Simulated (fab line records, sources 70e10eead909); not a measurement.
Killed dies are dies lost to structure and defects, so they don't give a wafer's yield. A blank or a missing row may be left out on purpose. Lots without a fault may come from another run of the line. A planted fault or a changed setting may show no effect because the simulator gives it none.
One fault seen from 3 desks | flow nand_harc | each desk has only its own numbers; what lay behind them comes last

THE METROLOGY DESK
What the gauges read, lot by lot, whatever tool the lot ran on: means of the sampled wafers that have a number. A lot is out of limits, marked OUT, if its mean lies more than 4 standard deviations from the usual mean; the brackets give that distance.
Columns: A = cd_nm at NHARC_A_CONTACT_CD_MEAS_15, usual 190.0 nm
lot  | first seen here | A
L560 | day 23 03:29    | 189.7
L564 | day 23 23:00    | 189.7
L565 | day 24 02:22    | 189.6
L568 | day 25 10:58    | 190.0
L566 | day 25 18:48    | 190.6
L569 | day 25 21:05    | 189.5
L570 | day 27 15:47    | 191.3
L571 | day 27 18:17    | 189.7
L572 | day 27 18:26    | 190.4
L573 | day 27 20:41    | 190.4
L575 | day 28 08:35    | 191.2
L581 | day 31 04:42    | 190.1
L580 | day 31 08:17    | 189.8
This desk's finding: nothing out of limits on any of the 13 lots.

THE TOOL OWNER'S DESK: rie_diel-06
The tool's own readings at NHARC_A_CONTACT_ETCH_110 (etches the open film in CF4/O2, target depth 60 nm, overetch 6 nm, time 33 s): means of the sampled wafers that have a number, for each lot that ran on this tool. A lot is out of limits, marked OUT, if its mean lies more than 4 standard deviations from the usual mean; the brackets give that distance.
Columns: A = drypump_motor_current_A at NHARC_A_CONTACT_ETCH_110, usual 5.8 A; B = oes_product_au at NHARC_A_CONTACT_ETCH_110, usual 1.001 a.u.; C = rf_vpp_V at NHARC_A_CONTACT_ETCH_110, usual 198.1 V; D = showerhead_plenum_p_Torr at NHARC_A_CONTACT_ETCH_110, usual 1.35 Torr; E = throttle_valve_pct at NHARC_A_CONTACT_ETCH_110, usual 13.397 %
lot  | first seen here | A   | B     | C     | D    | E
L560 | day 23 03:56    | 5.6 | 1.003 | 197.4 | 1.35 | 13.396
L568 | day 25 11:16    | 6.0 | 1.004 | 198.3 | 1.36 | 13.402
L566 | day 25 19:05    | 5.9 | 1.007 | 197.6 | 1.35 | 13.405
L569 | day 25 21:22    | 6.0 | 1.012 | 198.3 | 1.36 | 13.393
L572 | day 27 18:48    | 5.6 | 1.005 | 198.4 | 1.34 | 13.405
L573 | day 27 21:45    | 5.9 | 1.004 | 199.2 | 1.35 | 13.399
L575 | day 28 09:22    | 5.7 | 1.011 | 198.0 | 1.35 | 13.398
L580 | day 31 08:35    | 6.0 | 0.968 | 198.1 | 1.36 | 13.394
This desk's finding: nothing out of limits on any of the 8 lots.

THE DEFECT DESK
What the inspections along the route counted, lot by lot: means of the sampled wafers that have a number. A lot is out of limits, marked OUT, if its mean lies more than 4 standard deviations from the usual mean; the brackets give that distance.
Columns: A = raw_defect_count at NHARC_A_CONTACT_INSPECT_23, usual 496
lot  | first seen here | A
L560 | day 23 06:04    | 472
L564 | day 24 01:33    | 395
L565 | day 24 04:56    | 391
L568 | day 25 13:24    | 323
L566 | day 25 21:14    | 448
L569 | day 25 23:32    | 572
L570 | day 27 18:13    | 501
L572 | day 27 20:56    | 496
L571 | day 27 23:33    | 502
L573 | day 28 00:19    | 393
L575 | day 28 11:34    | 556
L581 | day 31 07:08    | 646
L580 | day 31 10:43    | 532
This desk's finding: nothing out of limits on any of the 13 lots.

PUT TOGETHER
The metrology desk saw nothing out of limits.
The tool owner's desk saw nothing out of limits.
The defect desk saw nothing out of limits.

WHAT THE SIMULATOR HAD PUT IN
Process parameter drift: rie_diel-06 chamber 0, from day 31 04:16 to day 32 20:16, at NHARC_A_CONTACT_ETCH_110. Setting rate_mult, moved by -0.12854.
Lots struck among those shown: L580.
